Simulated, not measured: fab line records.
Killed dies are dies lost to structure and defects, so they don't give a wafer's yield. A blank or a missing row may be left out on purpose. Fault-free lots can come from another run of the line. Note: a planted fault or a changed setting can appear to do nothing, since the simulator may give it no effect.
fab line records	flow nand-harc
record lots=24	wafers=72	last-day=24
route steps=1159 shown P_STI@91 P_GATE@170 P_M1@306
lots that met no fault: taken from a fault-free run of the same line
start-h: hours from the record's opening day to when the first of the lot's shown wafers began	wait-h: hours elapsed since this lot's preceding step	" as in the row above	L1.1+2: a row that stands for several wafers	- either no value or no given start	* or withheld: withheld	< > ~ a bound
route shown NAME@n: a module of which the file shows steps, and the number in the route of the first	usual: average and standard deviation across the fault-free wafers	same: alike in all rows	chamber/n: place in a boat	sites: the reading at each site	_std_site: standard deviation of those values	_edge_site: mean of outer sites minus mean of inner sites	radius-mm: for every site, how far away it sits from the centre of the wafer	mask NAME#n: copy n	behind: the most recent tool/chamber to have shaped the wafer	hold: reason for holding the lot/hours on hold/outcome of the hold	device: the transistor (n, p or np) that didn't switch	end of line: tests of these same wafers at the route's end	a step without rows: its recipe alone	killed: the dies lost at the first sort to structure and to defects; this is not the yield of the wafer	map: dies across one wafer; x = killed, . = not, _ = none there
set.NAME: the run value of the setting; set.NAME@STEP: its run value at that earlier step	model.NAME: the simulator's own value behind a step, which no gauge read
a sample of lots followed through the steps of the route, with each step as a table and each wafer as a row
services: from which hour (start-h, from the record's first day; less than 0 if before it) a tool's chamber was out of use, for how many hours, and why
## steps
# step NHARC_P_STI_CD_MEAS_16
# usual cd-nm=199.7/1.6
lot.wafer	tool	chamber	start-h	wait-h	cd-nm
L074.1	cd-sem-01	-	37.73	-	196.6
L074.3	"	-	"	"	199.3
L074.5	"	-	"	"	200.1
L076.1	cd-sem-02	-	44.97	-	200.2
L076.2	"	-	"	"	200.0
L076.5	"	-	"	"	203.7
L075.2	cd-sem-01	-	45.12	-	201.0
L075.3	"	-	"	"	199.8
L075.6	"	-	"	"	201.6
L077.3	cd-sem-01	-	53.70	-	200.1
L077.4	"	-	"	"	200.7
L077.5	"	-	"	"	199.7
L078.2	cd-sem-03	-	59.28	-	198.3
L078.5	"	-	"	"	197.8
L078.6	"	-	"	"	200.1
L080.1	cd-sem-02	-	69.57	-	197.9
L080.2	"	-	"	"	198.2
L080.6	"	-	"	"	198.6
L079.1	cd-sem-01	-	69.77	-	200.6
L079.4	"	-	"	"	200.8
L079.6	"	-	"	"	200.7
L081.1	cd-sem-02	-	77.36	-	199.8
L081.3	"	-	"	"	200.7
L081.6	"	-	"	"	200.8
L082.3	cd-sem-02	-	85.61	-	200.5
L082.4	"	-	"	"	200.6
L082.6	"	-	"	"	199.4
L083.3	cd-sem-03	-	89.59	-	200.1
L083.4	"	-	"	"	201.6
L083.6	"	-	"	"	201.4
L084.2	cd-sem-02	-	96.67	-	199.4
L084.3	"	-	"	"	198.1
L084.6	"	-	"	"	199.2
L085.1	cd-sem-02	-	101.58	-	198.1
L085.3	"	-	"	"	199.6
L085.4	"	-	"	"	194.7
L086.2	cd-sem-02	-	108.96	-	197.5
L086.4	"	-	"	"	199.1
L086.5	"	-	"	"	199.3
L087.1	cd-sem-02	-	114.45	-	199.2
L087.2	"	-	"	"	198.8
L087.3	"	-	"	"	200.0
L088.2	cd-sem-03	-	120.48	-	197.7
L088.5	"	-	"	"	200.8
L088.6	"	-	"	"	198.4
L089.1	cd-sem-02	-	127.58	-	198.5
L089.4	"	-	"	"	197.6
L089.5	"	-	"	"	199.0
L090.1	cd-sem-03	-	133.80	-	200.7
L090.2	"	-	"	"	199.0
L090.4	"	-	"	"	199.9
L091.1	cd-sem-01	-	140.79	-	199.5
L091.3	"	-	"	"	198.7
L091.5	"	-	"	"	198.5
L092.1	cd-sem-01	-	140.95	-	197.0
L092.2	"	-	"	"	198.7
L092.4	"	-	"	"	199.6
L093.1	cd-sem-03	-	149.66	-	201.2
L093.2	"	-	"	"	201.3
L093.3	"	-	"	"	201.6
L094.1	cd-sem-03	-	155.57	-	201.4
L094.3	"	-	"	"	198.5
L094.5	"	-	"	"	196.5
L095.2	cd-sem-03	-	162.48	-	202.5
L095.4	"	-	"	"	204.9
L095.5	"	-	"	"	201.9
L096.1	cd-sem-03	-	170.44	-	198.9
L096.4	"	-	"	"	202.6
L096.5	"	-	"	"	200.7
L097.1	cd-sem-02	-	170.61	-	198.6
L097.2	"	-	"	"	197.4
L097.3	"	-	"	"	197.7
# step NHARC_P_GATE_CD_MEAS_46
# recipe target-cd-nm=720	landing-energy-ev=500
# usual cd-nm=719.7/1.2
lot.wafer	tool	chamber	start-h	wait-h	cd-nm
L074.1	cd-sem-02	0	97.01	-	719.5
L074.3	"	0	"	"	720.9
L074.5	"	0	"	"	721.6
L076.1	cd-sem-01	0	109.60	-	722.6
L076.2	"	0	"	"	720.1
L076.5	"	0	"	"	722.2
L075.2	cd-sem-01	0	109.82	-	720.4
L075.3	"	0	"	"	721.5
L075.6	"	0	"	"	721.2
L077.3	cd-sem-02	0	116.68	-	718.0
L077.4	"	0	"	"	718.2
L077.5	"	0	"	"	718.4
L078.2	cd-sem-03	0	117.25	-	720.0
L078.5	"	0	"	"	718.3
L078.6	"	0	"	"	719.9
L080.1	cd-sem-01	0	138.15	-	721.0
L080.2	"	0	"	"	719.4
L080.6	"	0	"	"	720.3
L079.1	cd-sem-03	0	140.60	-	721.0
L079.4	"	0	"	"	719.6
L079.6	"	0	"	"	718.1
L081.1	cd-sem-03	0	145.00	-	721.4
L081.3	"	0	"	"	720.3
L081.6	"	0	"	"	720.5
L082.3	cd-sem-03	0	147.99	-	720.3
L082.4	"	0	"	"	720.0
L082.6	"	0	"	"	720.4
L083.3	cd-sem-01	0	148.15	-	720.0
L083.4	"	0	"	"	719.9
L083.6	"	0	"	"	718.2
L085.1	cd-sem-03	0	162.02	-	721.5
L085.3	"	0	"	"	720.1
L085.4	"	0	"	"	719.7
L084.2	cd-sem-01	0	164.36	-	718.7
L084.3	"	0	"	"	720.1
L084.6	"	0	"	"	721.7
L086.2	cd-sem-02	0	177.56	-	719.1
L086.4	"	0	"	"	720.6
L086.5	"	0	"	"	717.7
L087.1	cd-sem-01	0	178.28	-	719.0
L087.2	"	0	"	"	719.8
L087.3	"	0	"	"	718.0
L088.2	cd-sem-02	0	186.83	-	720.2
L088.5	"	0	"	"	721.0
L088.6	"	0	"	"	718.3
L089.1	cd-sem-03	0	190.81	-	720.6
L089.4	"	0	"	"	719.0
L089.5	"	0	"	"	720.8
L090.1	cd-sem-03	0	196.33	-	720.1
L090.2	"	0	"	"	720.1
L090.4	"	0	"	"	718.4
L092.1	cd-sem-03	0	203.56	-	719.2
L092.2	"	0	"	"	721.1
L092.4	"	0	"	"	720.1
L091.1	cd-sem-02	0	203.72	-	719.7
L091.3	"	0	"	"	718.0
L091.5	"	0	"	"	719.1
L093.1	cd-sem-02	0	210.86	-	719.7
L093.2	"	0	"	"	719.2
L093.3	"	0	"	"	720.7
L094.1	cd-sem-01	0	218.79	-	718.6
L094.3	"	0	"	"	720.2
L094.5	"	0	"	"	718.5
L095.2	cd-sem-03	0	227.65	-	718.4
L095.4	"	0	"	"	718.2
L095.5	"	0	"	"	719.4
L097.1	cd-sem-02	0	232.92	-	718.0
L097.2	"	0	"	"	717.6
L097.3	"	0	"	"	717.7
L096.1	cd-sem-02	0	234.07	-	720.5
L096.4	"	0	"	"	719.6
L096.5	"	0	"	"	720.4
# step NHARC_P_GATE_DESCUM_93
# recipe time-s=3	o2-flow-sccm=200	ar-flow-sccm=0	bias-power-w=0	chemistry=O2
# usual chamber-pressure-mTorr=59.99/0.054	drypump-motor-current-A=5.79/0.23	oes-product-au=0.998/0.0077	rf-vpp-V=57.8/1	showerhead-plenum-p-Torr=1.90/0.075	throttle-valve-pct=11.312/0.0084
# same bias-power-w=0
lot.wafer	tool	chamber	start-h	wait-h	chamber-pressure-mTorr	drypump-motor-current-A	oes-product-au	rf-hours-counter-h	rf-vpp-V	showerhead-plenum-p-Torr	throttle-valve-pct
L074.3	rie-diel-07	0	100.57	-	60.01	5.84	0.997	6	59.1	1.84	11.313
L074.1	"	1	"	"	60.00	5.85	1.012	6	58.6	1.83	11.311
L074.5	"	0	"	"	59.91	5.85	0.994	-	58.2	1.84	11.314
L076.2	rie-diel-01	2	113.29	-	59.97	5.69	1.007	46	58.1	1.85	11.304
L076.1	"	1	"	"	60.00	5.91	0.991	50	57.1	1.80	11.305
L076.5	"	2	"	"	59.93	5.72	1.019	-	57.2	1.85	11.333
L075.2	rie-diel-07	3	113.69	-	60.05	5.53	1.001	9	58.5	1.95	11.307
L075.3	"	0	"	"	59.94	5.87	0.989	9	57.7	1.84	11.315
L075.6	"	3	"	"	60.08	5.53	0.993	-	59.0	1.95	11.310
L077.4	rie-diel-11	2	120.30	-	59.99	5.54	1.006	34	57.6	1.78	11.324
L077.3	"	3	"	"	59.94	5.74	1.009	35	57.5	1.83	11.310
L077.5	"	1	"	"	59.98	6.40	0.989	-	59.2	1.97	11.303
L078.2	rie-diel-07	1	120.92	-	60.10	5.85	1.008	9	57.9	1.83	11.298
L078.6	"	2	"	"	59.99	5.84	0.998	-	57.7	1.95	11.327
L078.5	"	3	"	"	60.01	5.54	0.993	-	58.0	1.95	11.314
L080.2	rie-diel-07	0	141.93	-	59.99	5.87	0.992	13	57.0	1.84	11.310
L080.1	"	3	"	"	59.93	5.56	0.999	12	57.6	1.95	11.302
L080.6	"	2	"	"	59.98	5.85	0.988	-	58.4	1.95	11.306
L079.1	rie-diel-07	0	144.47	-	59.91	5.80	1.001	14	57.6	1.84	11.305
L079.4	"	1	"	"	60.00	5.88	1.008	12	55.4	1.83	11.310
L079.6	"	2	"	"	60.01	5.82	0.994	-	59.1	1.95	11.299
L081.3	rie-diel-01	2	148.53	-	59.90	5.70	1.008	0	55.7	1.85	11.292
L081.1	"	3	"	"	60.01	5.74	1.011	1	57.1	1.91	11.310
L081.6	"	2	"	"	60.01	5.70	1.001	-	56.7	1.85	11.319
L082.3	rie-diel-07	3	151.61	-	60.03	5.56	1.000	16	56.5	1.95	11.327
L082.4	"	0	"	"	59.90	5.91	1.004	16	58.0	1.84	11.317
L082.6	"	3	"	"	60.08	5.57	1.002	-	58.7	1.95	11.308
L083.3	rie-diel-11	2	152.08	-	60.03	5.51	1.009	50	59.2	1.77	11.321
L083.4	"	1	"	"	60.01	6.40	0.986	48	58.3	1.96	11.310
L083.6	"	3	"	"	59.94	5.72	1.006	-	57.2	1.82	11.317
L085.3	rie-diel-07	1	165.68	-	60.04	5.86	0.995	17	58.6	1.82	11.312
L085.4	"	3	"	"	59.99	5.57	1.005	19	57.1	1.95	11.313
L085.1	"	0	"	"	60.01	5.84	0.996	19	57.2	1.84	11.329
L084.3	rie-diel-07	1	168.01	-	60.02	5.89	1.008	18	57.8	1.82	11.310
L084.2	"	3	"	"	59.94	5.56	0.984	19	57.4	1.95	11.306
L084.6	"	2	"	"	59.95	5.84	0.987	-	58.7	1.95	11.331
L086.2	rie-diel-11	0	181.17	-	59.93	5.44	1.007	61	58.1	2.02	11.317
L086.5	"	3	"	"	60.06	5.72	1.002	-	57.6	1.82	11.311
L086.4	"	0	"	"	60.01	5.49	0.993	-	58.4	2.02	11.313
L087.3	rie-diel-07	3	181.84	-	59.99	5.55	0.993	20	58.1	1.95	11.300
L087.2	"	0	"	"	60.06	5.85	0.996	20	56.6	1.84	11.314
L087.1	"	1	"	"	59.93	5.90	0.997	19	58.0	1.82	11.312
L088.2	rie-diel-07	1	190.62	-	60.03	5.87	1.001	20	57.1	1.82	11.314
L088.5	"	1	"	"	60.06	5.91	1.003	-	58.1	1.82	11.309
L088.6	"	2	"	"	60.03	5.84	0.992	-	57.9	1.95	11.325
L089.1	rie-diel-07	3	194.73	-	60.05	5.55	0.987	22	61.4	1.94	11.300
L089.4	"	1	"	"	60.02	5.86	0.998	21	56.3	1.82	11.314
L089.5	"	3	"	"	59.88	5.58	0.978	-	57.0	1.94	11.308
L090.1	rie-diel-07	1	199.83	-	60.02	5.87	1.009	22	58.7	1.82	11.309
L090.4	"	2	"	"	60.00	5.82	0.995	22	56.9	1.95	11.309
L090.2	"	3	"	"	60.12	5.56	1.004	23	58.2	1.94	11.324
L092.4	rie-diel-11	3	206.95	-	59.92	5.74	0.998	3	57.7	1.82	11.309
L092.2	"	0	"	"	60.01	5.44	1.000	3	59.0	2.02	11.313
L092.1	"	1	"	"	59.89	6.37	0.991	4	59.1	1.96	11.307
L091.3	rie-diel-07	1	207.35	-	59.97	5.87	0.998	23	58.9	1.82	11.312
L091.1	"	2	"	"	59.85	5.84	0.983	23	57.4	1.95	11.316
L091.5	"	3	"	"	59.99	5.54	0.992	-	59.4	1.94	11.310
L093.1	rie-diel-07	2	214.52	-	60.03	5.84	0.992	25	57.9	1.95	11.307
L093.3	"	3	"	"	60.04	5.56	1.005	26	57.9	1.94	11.314
L093.2	"	1	"	"	59.97	5.87	1.010	25	57.5	1.82	11.321
L094.1	rie-diel-11	3	222.19	-	60.09	5.71	1.010	9	56.7	1.82	11.325
L094.3	"	2	"	"	60.01	5.51	1.002	10	58.8	2.07	11.315
L094.5	"	3	"	"	60.03	5.71	1.005	-	57.9	1.82	11.330
L095.2	rie-diel-01	1	232.24	-	59.91	5.94	0.988	34	56.3	1.79	11.312
L095.4	"	3	"	"	59.98	5.75	1.000	34	58.1	1.90	11.290
L095.5	"	0	"	"	59.97	6.38	1.002	-	58.4	1.99	11.310
L097.3	rie-diel-11	2	236.55	-	60.00	5.53	0.997	15	59.8	2.07	11.319
L097.2	"	3	"	"	60.01	5.75	0.996	15	56.9	1.82	11.305
L097.1	"	0	"	"	60.05	5.44	0.995	15	57.8	2.01	11.309
L096.1	rie-diel-07	3	237.47	-	59.90	5.54	0.988	0	57.2	1.94	11.301
L096.4	"	0	"	"	60.06	5.85	0.985	0	58.2	1.83	11.314
L096.5	"	0	"	"	60.04	5.90	0.994	-	58.3	1.84	11.312
# step NHARC_P_GATE_STRIP_113
# recipe power-w=1500	temp-c=110	time-s=740	chemistry=N2/H2
# usual drypump-motor-current-A=6.0/0.4	heater-power-w=83.7/2.5	rf-refl-power-W=26/14
lot.wafer	tool	chamber	start-h	wait-h	drypump-motor-current-A	heater-power-w	rf-hours-counter-h	rf-refl-power-W
L074.1	plasma-asher-02	0	101.05	0.3	6.4	84.0	26	30
L074.3	"	1	"	"	5.7	80.8	-	18
L074.5	"	0	"	"	6.4	82.1	-	32
L076.2	plasma-asher-01	1	113.66	0.2	6.3	86.5	2	48
L076.1	"	0	"	"	5.5	81.6	2	9
L076.5	"	1	"	"	6.3	85.7	-	48
L075.2	plasma-asher-02	1	114.06	0.2	5.7	83.2	34	17
L075.3	"	1	"	"	5.7	80.7	-	18
L075.6	"	0	"	"	6.4	84.1	-	31
L077.3	plasma-asher-02	0	120.89	0.4	6.4	83.8	-	32
L077.4	"	1	"	"	5.7	80.1	-	18
L077.5	"	1	"	"	5.7	79.1	-	18
L078.2	plasma-asher-01	0	121.36	0.3	5.4	84.4	5	9
L078.6	"	1	"	"	6.3	84.8	-	49
L078.5	"	0	"	"	5.4	82.9	-	9
L080.2	plasma-asher-02	1	142.33	0.2	5.7	81.8	42	17
L080.1	"	0	"	"	6.4	83.9	42	33
L080.6	"	0	"	"	6.4	84.4	-	33
L079.1	plasma-asher-02	1	144.81	0.2	5.7	81.3	43	17
L079.4	"	1	"	"	5.7	81.5	-	17
L079.6	"	0	"	"	6.4	84.9	-	32
L081.1	plasma-asher-02	1	149.20	0.5	5.7	81.7	45	17
L081.3	"	0	"	"	6.4	82.0	-	32
L081.6	"	0	"	"	6.4	86.3	-	32
L082.4	plasma-asher-01	1	152.23	0.3	6.3	84.8	-	49
L082.3	"	0	"	"	5.5	83.7	-	9
L082.6	"	1	"	"	6.3	87.0	-	48
L083.4	plasma-asher-02	0	152.89	0.5	6.4	83.4	-	32
L083.3	"	1	"	"	5.7	78.8	-	17
L083.6	"	0	"	"	6.4	83.0	-	34
L085.1	plasma-asher-02	1	166.27	0.4	5.7	80.9	52	18
L085.3	"	1	"	"	5.7	80.3	-	18
L085.4	"	0	"	"	6.4	84.6	-	34
L084.2	plasma-asher-02	0	168.49	0.3	6.4	86.6	53	33
L084.3	"	0	"	"	6.4	85.7	-	33
L084.6	"	0	"	"	6.4	83.3	-	31
L086.2	plasma-asher-02	0	181.68	0.3	6.4	85.0	57	32
L086.4	"	1	"	"	5.7	79.3	-	18
L086.5	"	0	"	"	6.4	84.4	-	32
L087.2	plasma-asher-01	1	182.21	0.2	6.3	86.5	25	48
L087.1	"	0	"	"	5.5	84.8	25	9
L087.3	"	0	"	"	5.5	83.2	-	8
L088.2	plasma-asher-01	0	191.11	0.3	5.4	85.4	29	9
L088.6	"	1	"	"	6.3	87.1	-	49
L088.5	"	0	"	"	5.4	83.8	-	9
L089.1	plasma-asher-01	0	195.22	0.3	5.4	82.4	31	9
L089.4	"	0	"	"	5.4	81.7	-	9
L089.5	"	1	"	"	6.3	88.4	-	49
L090.1	plasma-asher-01	0	200.18	0.2	5.4	82.0	33	9
L090.2	"	1	"	"	6.3	88.6	33	48
L090.4	"	0	"	"	5.4	82.3	-	9
L092.2	plasma-asher-02	0	207.46	0.3	6.4	85.5	6	32
L092.1	"	1	"	"	5.7	79.8	6	17
L092.4	"	0	"	"	6.4	86.4	-	32
L091.1	plasma-asher-01	1	208.04	0.5	6.3	86.8	37	49
L091.3	"	0	"	"	5.4	80.3	-	9
L091.5	"	1	"	"	6.3	86.5	-	48
L093.1	plasma-asher-02	1	214.89	0.2	5.7	83.4	9	18
L093.2	"	0	"	"	6.4	85.6	9	32
L093.3	"	0	"	"	6.4	88.1	-	32
L094.1	plasma-asher-01	0	222.68	0.3	5.4	84.9	41	9
L094.3	"	0	"	"	5.4	81.9	-	9
L094.5	"	1	"	"	6.3	85.8	-	48
L095.2	plasma-asher-02	1	232.60	0.2	5.7	82.9	12	17
L095.4	"	0	"	"	6.4	88.1	-	30
L095.5	"	1	"	"	5.7	83.2	-	17
L097.2	plasma-asher-01	1	236.93	0.2	6.3	87.5	44	49
L097.1	"	0	"	"	5.5	83.0	44	9
L097.3	"	1	"	"	6.3	86.9	-	48
L096.1	plasma-asher-02	1	237.96	0.3	5.7	84.8	15	18
L096.4	"	1	"	"	5.7	80.1	-	17
L096.5	"	0	"	"	6.4	86.4	-	32
# step NHARC_P_GATE_RTA_80
# recipe temp-c=300	time-s=30
# usual anneal-temp-c-max=302.4/0.41	lamp-power-pct=2.08/0.13	lamp_zone_6_pct=2.06/0.13	wafer_temp_C_max=301.7/0.37
lot.wafer	tool	chamber	start-h	wait-h	anneal-temp-c-max	lamp-power-pct	lamp_zone_6_pct	wafer_temp_C_max
L074.1	rtp-anneal-01	0	102.85	-	302.1	2.19	2.17	301.5
L074.3	"	0	"	"	302.5	2.19	2.17	301.6
L074.5	"	0	"	"	302.1	2.19	2.17	301.5
L076.1	rtp-anneal-01	0	115.56	-	302.0	2.19	2.17	301.7
L076.2	"	0	"	"	302.3	2.19	2.17	301.4
L076.5	"	0	"	"	302.2	2.19	2.17	302.2
L075.2	rtp-anneal-01	0	116.04	-	301.8	2.19	2.17	301.3
L075.3	"	0	"	"	302.9	2.19	2.17	301.7
L075.6	"	0	"	"	302.1	2.19	2.17	301.7
L077.3	rtp-anneal-01	0	122.75	-	302.5	2.19	2.17	301.9
L077.4	"	0	"	"	302.7	2.19	2.17	302.4
L077.5	"	0	"	"	302.2	2.19	2.17	301.4
L078.2	rtp-anneal-01	0	123.18	-	302.6	2.19	2.17	302.0
L078.5	"	0	"	"	302.3	2.19	2.17	301.6
L078.6	"	0	"	"	302.1	2.19	2.17	301.7
L080.1	rtp-anneal-01	0	144.21	-	302.6	2.19	2.17	302.0
L080.2	"	0	"	"	302.3	2.19	2.17	301.6
L080.6	"	0	"	"	302.7	2.19	2.17	301.3
L079.1	rtp-anneal-02	0	146.70	-	303.3	1.93	1.91	301.5
L079.4	"	0	"	"	302.6	1.93	1.91	302.4
L079.6	"	0	"	"	302.6	1.93	1.91	301.6
L081.1	rtp-anneal-02	0	150.98	-	302.6	1.93	1.91	302.4
L081.3	"	0	"	"	302.5	1.93	1.91	302.3
L081.6	"	0	"	"	302.8	1.93	1.91	301.7
L082.3	rtp-anneal-01	0	153.93	-	302.6	2.19	2.17	302.0
L082.4	"	0	"	"	302.4	2.19	2.17	301.0
L082.6	"	0	"	"	302.4	2.19	2.17	301.7
L083.3	rtp-anneal-02	0	154.59	-	301.9	1.93	1.91	302.2
L083.4	"	0	"	"	302.7	1.93	1.91	301.8
L083.6	"	0	"	"	302.5	1.93	1.91	301.8
L085.1	rtp-anneal-01	0	168.33	-	302.2	2.19	2.17	301.6
L085.3	"	0	"	"	303.6	2.19	2.17	301.4
L085.4	"	0	"	"	302.5	2.19	2.17	302.0
L084.2	rtp-anneal-01	0	170.46	-	302.1	2.19	2.17	301.5
L084.3	"	0	"	"	302.2	2.19	2.17	301.6
L084.6	"	0	"	"	303.2	2.19	2.17	301.1
L086.2	rtp-anneal-01	0	183.47	-	302.4	2.19	2.17	301.4
L086.4	"	0	"	"	301.9	2.19	2.17	302.0
L086.5	"	0	"	"	302.0	2.19	2.17	301.4
L087.1	rtp-anneal-02	0	184.10	-	303.2	1.93	1.91	301.5
L087.2	"	0	"	"	301.8	1.93	1.91	302.1
L087.3	"	0	"	"	302.8	1.93	1.91	302.1
L088.2	rtp-anneal-02	0	192.90	-	302.7	1.93	1.91	301.6
L088.5	"	0	"	"	302.6	1.93	1.91	301.5
L088.6	"	0	"	"	301.9	1.93	1.91	301.6
L089.1	rtp-anneal-02	0	196.98	-	303.1	1.93	1.91	302.6
L089.4	"	0	"	"	303.0	1.93	1.91	301.4
L089.5	"	0	"	"	303.6	1.93	1.91	302.1
L090.1	rtp-anneal-02	0	202.08	-	302.2	1.93	1.91	301.7
L090.2	"	0	"	"	301.9	1.93	1.91	301.5
L090.4	"	0	"	"	302.5	1.93	1.91	301.4
L092.1	rtp-anneal-01	0	209.33	-	303.3	2.19	2.17	301.2
L092.2	"	0	"	"	301.9	2.19	2.17	300.9
L092.4	"	0	"	"	302.8	2.19	2.17	301.7
L091.1	rtp-anneal-01	0	209.90	-	302.1	2.19	2.17	301.3
L091.3	"	0	"	"	303.2	2.19	2.17	301.4
L091.5	"	0	"	"	301.6	2.19	2.17	301.5
L093.1	rtp-anneal-01	0	216.96	0.2	301.9	2.20	2.18	301.7
L093.2	"	0	"	"	301.8	2.20	2.18	301.6
L093.3	"	0	"	"	302.9	2.20	2.17	301.1
L094.1	rtp-anneal-01	0	224.45	-	302.0	2.19	2.17	301.2
L094.3	"	0	"	"	302.3	2.19	2.17	301.7
L094.5	"	0	"	"	301.9	2.19	2.17	301.9
L095.2	rtp-anneal-02	0	234.50	-	302.3	1.93	1.91	302.0
L095.4	"	0	"	"	302.1	1.93	1.91	302.4
L095.5	"	0	"	"	302.9	1.93	1.91	302.0
L097.1	rtp-anneal-02	0	238.83	-	301.9	1.92	1.91	302.3
L097.2	"	0	"	"	302.5	1.92	1.91	301.9
L097.3	"	0	"	"	303.4	1.93	1.91	302.0
L096.1	rtp-anneal-02	0	239.94	-	302.7	1.93	1.91	300.9
L096.4	"	0	"	"	301.7	1.93	1.91	301.7
L096.5	"	0	"	"	301.9	1.93	1.91	301.8
# step NHARC_P_M1_PRE_CLEAN_30
# recipe time-s=30	temp-c=280	gas=H2/He
# usual heater-power-w=440/30
lot.wafer	tool	chamber	start-h	wait-h	heater-power-w
L074.3	pvd-sputter-03	-	-	-	450
L074.1	"	-	"	"	393
L074.5	"	-	"	"	443
L076.1	pvd-sputter-03	-	-	-	446
L076.2	"	-	"	"	455
L076.5	"	-	"	"	457
L075.3	pvd-sputter-02	-	-	-	431
L075.2	"	-	"	"	466
L075.6	"	-	"	"	454
L077.3	pvd-sputter-03	-	-	-	468
L077.4	"	-	"	"	469
L077.5	"	-	"	"	394
L078.2	pvd-sputter-02	-	-	-	441
L078.6	"	-	"	"	467
L078.5	"	-	"	"	432
L080.2	pvd-sputter-02	-	-	-	474
L080.1	"	-	"	"	444
L080.6	"	-	"	"	430
L079.4	pvd-sputter-02	-	-	-	478
L079.1	"	-	"	"	437
L079.6	"	-	"	"	429
L081.3	pvd-sputter-02	-	-	-	447
L081.1	"	-	"	"	463
L081.6	"	-	"	"	473
L082.4	pvd-sputter-03	-	-	-	473
L082.3	"	-	"	"	451
L082.6	"	-	"	"	455
L083.4	pvd-sputter-02	-	-	-	463
L083.3	"	-	"	"	457
L083.6	"	-	"	"	435
L085.1	pvd-sputter-02	-	-	-	434
L085.3	"	-	"	"	432
L085.4	"	-	"	"	465
L084.3	pvd-sputter-01	-	-	-	386
L084.2	"	-	"	"	452
L084.6	"	-	"	"	365
L086.4	pvd-sputter-03	-	-	-	465
L086.2	"	-	"	"	445
L086.5	"	-	"	"	409
L087.3	pvd-sputter-02	-	-	-	453
L087.2	"	-	"	"	420
L087.1	"	-	"	"	453
L088.2	pvd-sputter-03	-	-	-	472
L088.5	"	-	"	"	409
L088.6	"	-	"	"	469
L089.4	pvd-sputter-03	-	-	-	404
L089.1	"	-	"	"	469
L089.5	"	-	"	"	460
L090.2	pvd-sputter-03	-	-	-	455
L090.1	"	-	"	"	456
L090.4	"	-	"	"	469
L092.2	pvd-sputter-01	-	-	-	391
L092.1	"	-	"	"	370
L092.4	"	-	"	"	396
L091.1	pvd-sputter-03	-	-	-	482
L091.3	"	-	"	"	407
L091.5	"	-	"	"	465
L093.2	pvd-sputter-03	-	-	-	458
L093.3	"	-	"	"	399
L093.1	"	-	"	"	459
L094.1	pvd-sputter-03	-	-	-	456
L094.3	"	-	"	"	464
L094.5	"	-	"	"	466
L095.4	pvd-sputter-03	-	-	-	469
L095.2	"	-	"	"	475
L095.5	"	-	"	"	395
L097.1	pvd-sputter-01	-	-	-	404
L097.2	"	-	"	"	381
L097.3	"	-	"	"	364
L096.1	pvd-sputter-02	-	-	-	440
L096.4	"	-	"	"	423
L096.5	"	-	"	"	429
## services
tool	chamber	start-h	hours	kind
rie-diel-07	0	84.70	-	clean
rie-diel-07	1	84.70	-	clean
plasma-asher-01	-	99.04	9.0	pm
rie-diel-11	1	101.57	2.8	repair
pvd-sputter-03	-	102.02	10.0	pm
rie-diel-01	2	103.92	1.3	repair
rie-diel-01	1	126.44	1.3	repair
pvd-sputter-03	-	133.31	2.0	repair
rie-diel-07	1	137.77	4.4	repair
rie-diel-01	-	137.83	9.0	pm
pvd-sputter-01	-	152.11	2.6	repair
pvd-sputter-01	-	158.00	10.0	pm
rie-diel-07	2	172.16	5.7	repair
rie-diel-11	2	176.26	7.8	repair
rie-diel-01	0	178.42	4.6	repair
plasma-asher-02	-	183.63	9.0	pm
rie-diel-11	-	189.50	9.0	pm
rie-diel-01	0	200.03	4.9	repair
pvd-sputter-02	-	206.14	3.0	repair
pvd-sputter-02	-	214.00	10.0	pm
rie-diel-07	-	228.20	9.0	pm
rie-diel-01	3	229.49	2.7	repair
rie-diel-07	2	245.51	4.1	repair
rie-diel-01	3	246.64	8.8	repair
## key
fault none
